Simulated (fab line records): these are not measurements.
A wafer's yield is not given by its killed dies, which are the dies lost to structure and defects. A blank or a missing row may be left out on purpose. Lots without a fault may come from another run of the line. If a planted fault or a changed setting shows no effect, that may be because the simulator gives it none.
Lot-split experiment ; flow n5-finfet ; 7 lots, 21 wafers read, on a route of 1938 steps

THE SPLIT
At N5_BEOL_M12_TRENCH_ETCH_34 (etches SiOC in C4F8/O2/Ar, target depth 318.95 nm, time 125.5 s), the setting time-s was moved away from the recipe's 125.5 s on 7 of the 21 wafers read, by -13.1% to +19.1%. The other wafers ran this setting at the recipe's value.

FROM THE SPLIT TO THE READING: what the file shows between them, 10 steps
- N5_BEOL_M12_STRIP_70: strips in C4F8/O2/Ar
- N5_BEOL_M12_OCD_MEAS_35
- N5_BEOL_M12_SPUTTER_44: material Ta, target thk 10 nm, time 16.13 s (also split here: time-s)
- N5_BEOL_M12_SPUTTER_45: material Cu, target thk 80 nm, time 13.33 s
- N5_BEOL_M12_ECD_47: material Cu, target thk 720 nm
- N5_BEOL_M12_ANNEAL_48: time 90 s
- N5_BEOL_M12_CMP_49: polishes, stops on SiOC, t overpolish 20.6 s, target thk 320 nm
- N5_BEOL_M12_THK_MEAS_50: measures by xrf
- N5_BEOL_M12_PRE_CLEAN_52: time 15 s
- N5_BEOL_M12_DEP_53: deposits SiCN from 3MS/NH3, target thk 30 nm, time 10.5 s

THE READING
M12_RS in ohm/sq, measured at N5_BEOL_M12_RS_MEAS_54 by four-point-probe. On this fab line, fault-free wafers typically give 0.0606 ohm/sq with a standard deviation of 0.00093 ohm/sq.

wafer;tool, chamber at the split;time-s as run, s;against the recipe;M12_RS, ohm/sq;against lot-mates on the recipe
L075.1;rie-diel-02, 1;125.5;recipe;0.0605;-
L075.3;rie-diel-02, 2;147;+17.1%;0.0506;-0.0100
L075.6;rie-diel-02, 1;125.5;recipe;0.0608;-
L082.2;rie-diel-02, 0;125.5;recipe;0.0613;-
L082.4;rie-diel-02, 2;125.5;recipe;0.0602;-
L082.6;rie-diel-02, 1;109.1;-13.1%;0.0694;+0.0087
L080.1;rie-diel-06, 0;125.5;recipe;0.0598;-
L080.2;rie-diel-06, 2;125.5;recipe;0.0621;-
L080.4;rie-diel-06, 3;125.5;recipe;0.0599;-
L091.2;rie-diel-03, 3;125.5;recipe;0.0599;-
L091.3;rie-diel-03, 0;125.5;recipe;0.0609;-
L091.4;rie-diel-03, 2;136.8;+9.0%;0.0542;-0.0062
L097.1;rie-diel-03, 1;125.5;recipe;0.0611;-
L097.2;rie-diel-03, 3;149.5;+19.1%;0.0490;-0.0113
L097.3;rie-diel-03, 2;125.5;recipe;0.0595;-
L095.2;rie-diel-02, 0;125.5;recipe;0.0621;-
L095.3;rie-diel-02, 3;125.5;recipe;0.0606;-
L095.4;rie-diel-02, 1;125.5;recipe;0.0614;-
L096.1;rie-diel-02, 2;141.5;+12.7%;0.0531;no lot-mate on the recipe
L096.4;rie-diel-02, 3;141.5;+12.7%;0.0529;no lot-mate on the recipe
L096.5;rie-diel-02, 1;141.5;+12.7%;0.0538;no lot-mate on the recipe

FIT RESULTS
A straight line over all 21 wafers: M12_RS changes by -0.000614 ohm/sq for each +1% of time-s; r = -0.99; the points scatter about the line by 0.00077 ohm/sq.
The same after taking each lot's own level away (the mean of its wafers on the recipe; 18 wafers): -0.000613 ohm/sq for each +1%; r = -0.99; scatter 0.00071 ohm/sq.
According to that fit, moving time-s by its largest amount changes the reading by 0.012 ohm/sq.
Across the lots, their own levels run from 0.06030 to 0.06137 ohm/sq, a range of 1.1 times the standard deviation given above.
The two slopes are in agreement: the lot-to-lot level therefore moves the slope only a little.
Check: with one of the wafers moved furthest among these (+19.1%) left out of the fit, the line predicts -0.0119 ohm/sq for it against its lot-mates. It came out at -0.0113 ohm/sq against them.

THE OTHER SPLITS THESE WAFERS WENT THROUGH
Note: prior to the reading, these wafers also went through further splits. Each is held against what the fit with the lots' levels taken away leaves over:
other split on the same wafers;wafers away from the commonest value;r with M12_RS (lot level and that fit taken away)
N5_BEOL_M8_EXPOSE_25 dose-mj;7;-0.10
N5_BEOL_M8_VIA_ETCH_34 source-w;9;+0.17
N5_BEOL_M11_PECVD_70 time-s;6;-0.13
N5_BEOL_M11_COAT_59 temp-c;2;-0.23
N5_BEOL_M12_SPUTTER_44 time-s;7;-0.23

THE WHOLE CHAIN: every reading that the file lists as answering this split, in the file's order
step;what it does;reading;change (the file's fit);r (the file's)
N5_BEOL_M12_TRENCH_ETCH_34;etches SiOC in C4F8/O2/Ar, target depth 318.95 nm, time 125.5 s;etch.depth-nm (the simulator's own value, which no gauge read);+3.45 nm for each +1% of the setting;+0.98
N5_BEOL_M12_OCD_MEAS_35;;trench-depth-nm;+3.46 nm for each +1% of the setting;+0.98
N5_BEOL_M12_CMP_49;polishes, stops on SiOC, t overpolish 20.6 s, target thk 320 nm;Cu_of_BEOL_M12_ECD_47.thk-nm (the simulator's own value, which no gauge read);+3.47 nm for each +1% of the setting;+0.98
N5_BEOL_M12_THK_MEAS_50;measures by xrf;M12_THK;+3.55 for each +1% of the setting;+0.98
N5_BEOL_M12_RS_MEAS_54;measures by four-point-probe;M12_RS;-0.000611 for each +1% of the setting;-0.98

THE FILE'S OWN FIT
M12_RS changes by -0.000611 ohm/sq for each +1% of time-s, r = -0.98.
